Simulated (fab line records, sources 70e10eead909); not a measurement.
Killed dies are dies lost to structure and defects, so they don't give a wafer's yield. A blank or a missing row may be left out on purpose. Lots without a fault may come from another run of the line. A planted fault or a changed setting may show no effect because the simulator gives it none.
fab line records | flow nand_harc
record lots=6 wafers=18 last_day=33
route steps=1302 shown A_WL_FILL@982 A_CONTACT@983 END@1302
lots that met no fault: from a run of the same line without faults
start_h: hours from the record's first day to the start of the lot's first wafer shown | wait_h: hours since the lot's step before | " the same as in the row above | L1.1+2: a row that stands for several wafers | - no value, or no start given | * or withheld: withheld | < > ~ a bound
route shown NAME@n: a module of which the file shows steps, and the number in the route of the first | usual: mean/standard deviation of fault-free wafers | same: alike in all rows | chamber/n: place in a boat | sites: the reading at each site | _std_site: their standard deviation | _edge_site: outer sites' mean less inner sites' | radius_mm: how far each site lies from the wafer's centre | mask NAME#n: copy n | behind: the tool/chamber that last shaped the wafer | hold: why the lot was held/for how many hours/how that ended | device: the transistor (n, p or np) that didn't switch | end of line: the same wafers' tests at the end of the route | a step without rows: its recipe alone | killed: dies lost to structure and defects at the first sort, not the wafer's yield | map: a wafer's dies, x killed, . not, _ none there
set.NAME: the setting as run; set.NAME@STEP: as run at that earlier step | model.NAME: the simulator's own value behind a step, which no gauge read
lots at some steps of the route; a table a step, a row a wafer
services: from which hour (start_h, from the record's first day; less than 0 if before it) a tool's chamber was out of use, for how many hours, and why
## steps
# step NHARC_A_WL_FILL_INSPECT_15
# usual raw_defect_count=464/120
# columns lot.wafer tool chamber start_h wait_h raw_defect_count
L156.1 defect_inspect-02 - 591.94 0.0 375
L156.2 " - " " 424
L156.4 " - " " 523
L158.1 defect_inspect-02 - 618.83 0.0 674
L158.3 " - " " 528
L158.4 " - " " 746
L162.1 defect_inspect-01 - 631.07 0.0 458
L162.4 " - " " 546
L162.6 " - " " 549
L167.1 defect_inspect-02 - 693.87 0.0 481
L167.4 " - " " 491
L167.6 " - " " 635
L165.1 defect_inspect-01 - 693.90 0.0 331
L165.3 " - " " 397
L165.5 " - " " 387
L168.1 defect_inspect-01 - 703.95 0.0 451
L168.4 " - " " 424
L168.6 " - " " 406
# step NHARC_A_CONTACT_DEP_24
# recipe target_thk_a=5000 temp_c=400 pressure_torr=6.5 rf_w=900 teos_flow_sccm=161.4 flow_sccm=2650 target_thk_nm=500 gas=O2 material=SiO2
# usual chamber_pressure_Torr=6.499/0.015 flow_sccm=2650/7 heater_power_outer_w=306/98 heater_power_w=558/130 showerhead_vpp_V=1834/99 throttle_valve_pct=16.0/0.52
# columns lot.wafer tool chamber start_h wait_h chamber_pressure_Torr flow_sccm heater_power_outer_w heater_power_w showerhead_vpp_V throttle_valve_pct
L156.2 pecvd-04 2 592.15 0.2 6.512 2647 294 589 1697 15.4
L156.1 " 0 " " 6.499 2653 257 509 1855 17.0
L156.4 " 2 " " 6.499 2649 324 606 1708 15.8
L158.3 pecvd-01 0 618.96 0.1 6.483 2652 378 720 1932 16.6
L158.1 " 1 " " 6.482 2650 497 750 1770 16.0
L158.4 " 1 " " 6.485 2657 498 778 1782 16.5
L162.1 pecvd-02 1 631.26 0.2 6.468 2642 361 617 1847 14.8
L162.6 " 2 " " 6.501 2652 274 462 1735 15.8
L162.4 " 1 " " 6.480 2646 380 651 1872 15.0
L167.1 pecvd-01 2 693.94 0.1 6.528 2644 284 501 1955 16.3
L167.4 " 0 " " 6.484 2642 363 722 2001 16.1
L167.6 " 0 " " 6.493 2649 382 761 1957 16.6
L165.1 pecvd-04 2 694.07 0.2 6.506 2651 315 624 1708 14.9
L165.3 " 1 " " 6.496 2644 103 281 1748 15.8
L165.5 " 1 " " 6.499 2653 120 299 1703 15.8
L168.1 pecvd-02 0 704.08 0.1 6.506 2651 373 603 1902 16.2
L168.4 " 0 " " 6.500 2636 374 588 1926 16.6
L168.6 " 1 " " 6.524 2645 368 644 1876 15.0
# step NHARC_A_CONTACT_DEP_28
# recipe target_thk_a=70000 temp_c=400 material=aC
# usual throttle_valve_pct=35.000/0.0092
# columns lot.wafer tool chamber start_h wait_h throttle_valve_pct
L156.1 acl_dep-03 0 595.57 2.9 34.993
L156.2 " 0 " " 35.011
L156.4 " 0 597.70 5.0 35.015
L158.1 acl_dep-03 0 622.18 2.7 35.005
L158.3 " 0 623.60 4.2 34.989
L158.4 " 0 " " 35.001
L162.1 acl_dep-02 0 631.74 0.1 35.006
L162.4 " 0 633.89 2.2 35.013
L162.6 " 0 635.32 3.6 34.994
L165.1 acl_dep-02 0 694.66 0.1 35.002
L165.3 " 0 696.09 1.5 34.985
L165.5 " 0 697.52 2.9 35.005
L167.1 acl_dep-03 0 695.94 1.3 34.997
L167.4 " 0 698.05 3.4 34.999
L167.6 " 0 699.46 4.8 35.006
L168.1 acl_dep-03 0 704.62 0.1 34.997
L168.4 " 0 706.75 2.2 35.002
L168.6 " 0 708.16 3.6 34.996
# step NHARC_A_CONTACT_DEP_29
# recipe target_thk_a=1000 target_thk_nm=100 temp_c=400 pressure_torr=3.5 flow_sccm=200 rf_w=350 material=SiON
# usual chamber_pressure_Torr=3.500/0.0074 heater_power_outer_w=475/86 heater_power_w=778/120 showerhead_vpp_V=1156/63
# columns lot.wafer tool chamber start_h wait_h chamber_pressure_Torr heater_power_outer_w heater_power_w showerhead_vpp_V
L156.2 pecvd-04 2 599.86 2.9 3.492 401 746 1066
L156.1 " 0 " " 3.501 364 646 1194
L156.4 " 0 " " 3.490 376 636 1176
L158.1 pecvd-02 2 626.49 3.6 3.500 418 661 1063
L158.3 " 0 " " 3.501 479 749 1205
L158.4 " 1 " " 3.492 569 897 1168
L162.1 pecvd-01 0 636.11 3.7 3.515 574 984 1235
L162.4 " 1 " " 3.494 600 889 1087
L162.6 " 0 " " 3.508 582 997 1267
L165.1 pecvd-02 2 698.99 3.6 3.508 426 668 1105
L165.3 " 0 " " 3.511 476 744 1200
L165.5 " 0 " " 3.501 481 737 1196
L167.1 pecvd-01 0 700.23 3.6 3.497 519 941 1238
L167.4 " 2 " " 3.505 429 680 1236
L167.6 " 0 " " 3.509 532 956 1235
L168.1 pecvd-04 0 708.89 3.6 3.497 362 647 1178
L168.4 " 1 " " 3.500 236 484 1068
L168.6 " 2 " " 3.494 401 721 1056
# step NHARC_A_CONTACT_DEHYDRATE_32
# recipe temp_c=150 time_s=120
# step NHARC_A_CONTACT_HMDS_33
# recipe time_s=30
# step NHARC_A_CONTACT_COAT_34
# recipe temp_c=260 time_s=75
# step NHARC_A_CONTACT_COAT_35
# recipe temp_c=225 time_s=65
# step NHARC_A_CONTACT_COAT_36
# recipe spin_rpm=1500 resist_thk_nm=90
# step NHARC_A_CONTACT_SOFTBAKE_37
# recipe temp_c=105 time_s=55
# step NHARC_A_CONTACT_EBR_38
# step NHARC_A_CONTACT_EXPOSE_39
# recipe na=1.35 sigma_outer=0.8 dose_mj=58.79 mask_id=A_CC_3
# usual exposure_dose_mJ_cm2=58.76/0.056
# same na=1.35
# columns lot.wafer tool chamber start_h wait_h mask exposure_dose_mJ_cm2
L156.1 arfi_scanner-01 0 600.47 - A_CC_3#0 58.62
L156.2 " 0 " " A_CC_3#0 58.61
L156.4 " 0 " " A_CC_3#0 58.76
L158.1 arfi_scanner-02 0 626.92 - A_CC_3#0 58.68
L158.3 " 0 " " A_CC_3#0 58.76
L158.4 " 0 " " A_CC_3#0 58.70
L162.1 arfi_scanner-02 0 636.77 - A_CC_3#0 61.29
L162.4 " 0 " " A_CC_3#0 61.38
L162.6 " 0 " " A_CC_3#0 61.35
L165.1 arfi_scanner-02 0 699.55 - A_CC_3#0 60.87
L165.3 " 0 " " A_CC_3#0 60.91
L165.5 " 0 " " A_CC_3#0 60.93
L167.1 arfi_scanner-01 0 700.85 - A_CC_3#0 58.76
L167.4 " 0 " " A_CC_3#0 58.80
L167.6 " 0 " " A_CC_3#0 58.76
L168.1 arfi_scanner-03 0 709.35 - A_CC_3#0 58.80
L168.4 " 0 " " A_CC_3#0 58.83
L168.6 " 0 " " A_CC_3#0 58.82
# step NHARC_A_CONTACT_PEB_40
# recipe peb_temp_c=100 peb_time_s=65
# step NHARC_A_CONTACT_DEVELOP_41
# recipe develop_time_s=35 dev_temp_c=23
# step NHARC_A_CONTACT_CD_MEAS_42
# recipe target_cd_nm=300 landing_energy_ev=500
# usual cd_nm=300.2/0.45
# columns lot.wafer tool chamber start_h wait_h cd_nm
L156.1 cd_sem-02 0 600.61 - 300.3
L156.2 " 0 " " 300.2
L156.4 " 0 " " 300.0
L158.1 cd_sem-01 0 627.06 - 300.2
L158.3 " 0 " " 299.8
L158.4 " 0 " " 300.1
L162.1 cd_sem-02 0 636.92 - 302.0
L162.4 " 0 " " 301.8
L162.6 " 0 " " 302.3
L165.1 cd_sem-01 0 699.69 - 302.4
L165.3 " 0 " " 302.4
L165.5 " 0 " " 302.8
L167.1 cd_sem-02 0 700.99 - 299.0
L167.4 " 0 " " 299.4
L167.6 " 0 " " 299.6
L168.1 cd_sem-02 0 709.49 - 300.6
L168.4 " 0 " " 300.2
L168.6 " 0 " " 300.6
# step NHARC_A_CONTACT_OVL_MEAS_43
# usual overlay_x_nm=0.3/0.7 overlay_y_nm=0.2/0.95
# columns lot.wafer tool chamber start_h wait_h overlay_x_nm overlay_y_nm
L156.1 overlay-02 - 600.70 - 1.0 1.4
L156.2 " - " " 0.8 1.5
L156.4 " - " " 1.2 1.3
L158.1 overlay-02 - 627.15 - 0.4 -0.1
L158.3 " - " " 0.3 0.1
L158.4 " - " " 0.3 0.0
L162.1 overlay-01 - 637.00 - 0.2 1.0
L162.4 " - " " -0.1 0.9
L162.6 " - " " -0.5 0.9
L165.1 overlay-01 - 699.77 - -0.6 0.7
L165.3 " - " " -0.5 1.1
L165.5 " - " " -0.3 0.3
L167.1 overlay-01 - 701.08 - -1.0 1.3
L167.4 " - " " -1.1 0.8
L167.6 " - " " -1.3 0.9
L168.1 overlay-02 - 709.58 - 1.1 -0.5
L168.4 " - " " 0.9 0.6
L168.6 " - " " 1.1 -0.3
# step NHARC_END_SORT_01
# recipe temp_c=25
# usual killed_at_array=51/17 killed_at_other=1.6/2.1 killed_at_periphery=4/3.2 killed_dies=57/18 killed_open=2.9/1.7 killed_short=2.3/1.3
# same gross_dies=677
# columns lot.wafer tool chamber start_h wait_h killed_at_array killed_at_other killed_at_periphery killed_dies killed_open killed_short
L156.1 prober-01 0 675.83 2.5 70 2 3 75 5 1
L156.2 prober-01 0 676.64 2.8 86 2 3 91 2 1
L156.4 prober-01 0 678.25 3.4 61 2 5 68 4 2
L158.1 prober-02 0 697.58 2.5 72 0 9 81 1 3
L158.3 prober-02 0 699.21 3.1 68 0 11 79 2 4
L158.4 prober-02 0 700.02 3.4 77 0 11 88 2 1
L162.1 prober-02 0 705.94 2.5 54 0 2 56 3 2
L162.4 prober-02 0 708.34 3.4 44 0 5 49 2 4
L162.6 prober-02 0 709.94 4.0 45 0 0 45 2 3
L167.1 prober-01 0 772.48 2.5 36 2 7 45 4 3
L167.4 prober-01 0 774.86 3.4 31 1 7 39 2 2
L167.6 prober-01 0 776.44 4.0 34 2 7 43 3 3
L165.1 prober-02 0 772.53 2.5 51 7 0 58 1 3
L165.3 prober-02 0 774.13 3.1 47 10 0 57 4 2
L165.5 prober-02 0 775.73 3.7 48 5 1 54 5 5
L168.1 prober-01 0 780.18 2.5 48 0 1 49 2 2
L168.4 prober-01 0 782.62 3.4 58 0 1 59 4 5
L168.6 prober-01 0 784.25 4.1 60 1 6 67 2 4
# killed by level:class
L156.1 A_CHANNEL_HOLE_D1:chamber_film_flake=33 A_SLIT:chamber_film_flake=18 A_CHANNEL_HOLE_D2:chamber_film_flake=6 A_CONTACT:chamber_film_flake=4 A_CHANNEL_FILL_D1:chamber_film_flake=3 P_GATE:chamber_film_flake=2 THIN_TSV:chamber_film_flake=2 P_M0:geometric_particle:open=1
L156.2 A_CHANNEL_HOLE_D1:chamber_film_flake=35 A_SLIT:chamber_film_flake=22 A_CONTACT:chamber_film_flake=15 A_CHANNEL_HOLE_D2:chamber_film_flake=10 THIN_TSV:chamber_film_flake=2 A_ONON_D1:geometric_particle:open=1 A_CHANNEL_HOLE_D1:geometric_particle:short=1 A_CONTACT:geometric_particle:open=1
L156.4 A_CHANNEL_HOLE_D1:chamber_film_flake=25 A_SLIT:chamber_film_flake=17 A_CHANNEL_HOLE_D2:chamber_film_flake=8 A_CONTACT:chamber_film_flake=4 A_CHANNEL_FILL_D1:chamber_film_flake=3 P_M0:geometric_particle:open=2 THIN_TSV:chamber_film_flake=2 A_ONON_D1:geometric_particle:short=1
L158.1 A_CHANNEL_HOLE_D1:chamber_film_flake=27 A_SLIT:chamber_film_flake=17 A_CHANNEL_HOLE_D2:chamber_film_flake=12 A_CONTACT:chamber_film_flake=8 P_GATE:chamber_film_flake=4 A_M0:chamber_film_flake=3 P_M0:chamber_film_flake=2 P_CONTACT:geometric_particle:short=1
L158.3 A_CHANNEL_HOLE_D1:chamber_film_flake=21 A_SLIT:chamber_film_flake=21 A_CHANNEL_HOLE_D2:chamber_film_flake=9 A_CONTACT:chamber_film_flake=5 P_STI:chamber_film_flake=4 A_CHANNEL_FILL_D2:geometric_particle:short=3 P_GATE:chamber_film_flake=3 A_STAIRCASE:chamber_film_flake=3
L158.4 A_CHANNEL_HOLE_D1:chamber_film_flake=27 A_SLIT:chamber_film_flake=19 A_CHANNEL_HOLE_D2:chamber_film_flake=13 A_CONTACT:chamber_film_flake=9 P_GATE:chamber_film_flake=4 P_M0:chamber_film_flake=3 P_ZERO_WELL:chamber_film_flake=2 P_STI:chamber_film_flake=2
L162.1 A_SLIT:chamber_film_flake=24 A_CHANNEL_HOLE_D2:chamber_film_flake=15 A_CHANNEL_FILL_D1:chamber_film_flake=6 A_CONTACT:chamber_film_flake=3 A_M0:geometric_particle:open=2 P_GATE:chamber_film_flake=2 A_ONON_D1:geometric_particle:short=1 A_CHANNEL_FILL_D1:geometric_particle:open=1
L162.4 A_SLIT:chamber_film_flake=19 A_CHANNEL_HOLE_D1:chamber_film_flake=8 A_CHANNEL_HOLE_D2:chamber_film_flake=7 P_GATE:chamber_film_flake=4 A_CHANNEL_FILL_D1:geometric_particle:short=2 A_CHANNEL_FILL_D1:chamber_film_flake=2 P_CONTACT:geometric_particle:short=1 A_CHANNEL_FILL_D1:geometric_particle:open=1
L162.6 A_SLIT:chamber_film_flake=19 A_CHANNEL_HOLE_D2:chamber_film_flake=8 A_CHANNEL_HOLE_D1:chamber_film_flake=4 A_CHANNEL_FILL_D1:chamber_film_flake=3 A_CHANNEL_FILL_D2:chamber_film_flake=3 A_STAIRCASE:chamber_film_flake=2 A_ONON_D1:geometric_particle:open=1 A_CHANNEL_FILL_D1:geometric_particle:short=1
L167.1 A_CHANNEL_HOLE_D1:chamber_film_flake=13 A_SLIT:chamber_film_flake=7 P_STI:chamber_film_flake=4 A_CONTACT:chamber_film_flake=4 A_STAIRCASE:chamber_film_flake=3 A_BLC:geometric_particle:open=2 A_WL_FILL:chamber_film_flake=2 A_M1:chamber_film_flake=2
L165.1 A_SLIT:chamber_film_flake=17 A_CHANNEL_HOLE_D2:chamber_film_flake=12 A_CHANNEL_HOLE_D1:chamber_film_flake=10 THIN_TSV:chamber_film_flake=7 A_CONTACT:chamber_film_flake=4 A_ZERO_WELL:chamber_film_flake=2 A_STAIRCASE:chamber_film_flake=2 A_CHANNEL_FILL_D2:geometric_particle:open=1
L165.3 A_SLIT:chamber_film_flake=16 A_CHANNEL_HOLE_D2:chamber_film_flake=14 THIN_TSV:chamber_film_flake=10 A_CHANNEL_HOLE_D1:chamber_film_flake=8 A_CONTACT:chamber_film_flake=3 A_DECK1_JOINT:geometric_particle:open=2 A_ONON_D1:geometric_particle:open=1 A_DECK1_JOINT:geometric_particle:short=1
L167.4 A_CHANNEL_HOLE_D1:chamber_film_flake=13 P_STI:chamber_film_flake=6 A_SLIT:chamber_film_flake=5 A_STAIRCASE:chamber_film_flake=3 A_CHANNEL_FILL_D2:chamber_film_flake=2 A_M1:chamber_film_flake=2 P_M0:geometric_particle:open=1 A_CHANNEL_FILL_D1:geometric_particle:short=1
L165.5 A_SLIT:chamber_film_flake=15 A_CHANNEL_HOLE_D2:chamber_film_flake=12 A_CONTACT:chamber_film_flake=6 THIN_TSV:chamber_film_flake=5 A_CHANNEL_HOLE_D1:chamber_film_flake=4 A_M0:geometric_particle:open=2 A_ONON_D1:geometric_particle:short=1 A_CHANNEL_FILL_D1:geometric_particle:open=1
L167.6 A_CHANNEL_HOLE_D1:chamber_film_flake=12 P_STI:chamber_film_flake=5 A_STAIRCASE:chamber_film_flake=4 A_SLIT:chamber_film_flake=4 A_M1:chamber_film_flake=4 A_CHANNEL_FILL_D2:chamber_film_flake=3 THIN_TSV:chamber_film_flake=2 P_M0:geometric_particle:open=1
L168.1 A_SLIT:chamber_film_flake=29 A_CHANNEL_HOLE_D2:chamber_film_flake=7 A_CONTACT:chamber_film_flake=5 A_ONON_D1:geometric_particle:open=1 A_CHANNEL_HOLE_D1:geometric_particle:short=1 A_CHANNEL_HOLE_D2:geometric_particle:short=1 A_STAIRCASE:geometric_particle:open=1 P_STI:chamber_film_flake=1
L168.4 A_SLIT:chamber_film_flake=22 A_CHANNEL_HOLE_D2:chamber_film_flake=19 A_ONON_D1:geometric_particle:short=2 A_CHANNEL_FILL_D2:geometric_particle:open=2 A_CHANNEL_HOLE_D1:chamber_film_flake=2 A_CHANNEL_FILL_D2:chamber_film_flake=2 A_CONTACT:chamber_film_flake=2 A_DECK1_JOINT:geometric_particle:short=1
L168.6 A_SLIT:chamber_film_flake=30 A_CHANNEL_HOLE_D2:chamber_film_flake=18 P_STI:chamber_film_flake=3 A_M0:geometric_particle:short=2 A_STAIRCASE:chamber_film_flake=2 A_CONTACT:chamber_film_flake=2 P_M0:geometric_particle:open=1 A_CHANNEL_FILL_D1:geometric_particle:open=1
## services
# columns tool chamber start_h hours kind
pecvd-02 - 570.63 5.4 repair
pecvd-02 - 589.08 13.0 pm
pecvd-02 0 589.08 18.8 vent_cycle
pecvd-02 1 589.08 13.0 vent_cycle
pecvd-02 2 589.08 13.0 vent_cycle
pecvd-01 - 591.97 1.1 repair
arfi_scanner-01 - 596.00 4.0 pm
arfi_scanner-02 - 600.21 5.4 repair
pecvd-02 1 602.08 - clean
pecvd-02 2 602.08 - clean
acl_dep-02 - 606.24 13.0 pm
pecvd-04 - 631.45 13.0 pm
pecvd-04 0 631.45 13.0 vent_cycle
pecvd-04 1 631.45 13.0 vent_cycle
pecvd-04 2 631.45 13.0 vent_cycle
pecvd-04 0 644.45 - clean
pecvd-04 1 644.45 - clean
pecvd-04 2 644.45 - clean
arfi_scanner-02 - 649.88 1.1 repair
pecvd-01 1 655.89 113.5 repair
arfi_scanner-02 - 656.00 4.0 pm
acl_dep-03 - 670.86 13.0 pm
pecvd-02 2 671.73 7.2 repair
pecvd-01 - 673.26 13.0 pm
## key
first_sign step=NHARC_A_CONTACT_EXPOSE_39 reading=exposure_dose_mJ_cm2 direction=up sigmas=42 usual=58.76 struck=61.12
effect step=NHARC_A_CONTACT_CD_MEAS_42 reading=cd_nm direction=up sigmas=4.7 usual=300.2 struck=302.3 through=control_loop
met_at NHARC_A_CONTACT_EXPOSE_39
struck_wafers L162.1,L162.4,L162.6,L165.1,L165.3,L165.5
tester_left_out L162,L165
loop_trim step=NHARC_A_CONTACT_EXPOSE_39 setting=dose lots=L165
onset_between 626.92 636.77
fault kind=process_parameter_drift tool=arfi_scanner-02 chamber=- onset_h=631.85 steps=NHARC_A_CONTACT_EXPOSE_39 channel=dose_mj offset=2.6159 shape=step acts_in=these_recipes_only stated=58.79
# tester_left_out: of these lots the tester's yield and bins aren't shown, on N5 and GAA mostly nor the transistor test; their killed dies are dies lost to structure and defects alone, not to doping, threshold or leakage, so they don't give the yield
# loop_trim: a control loop set the setting to another value than it would have without faults
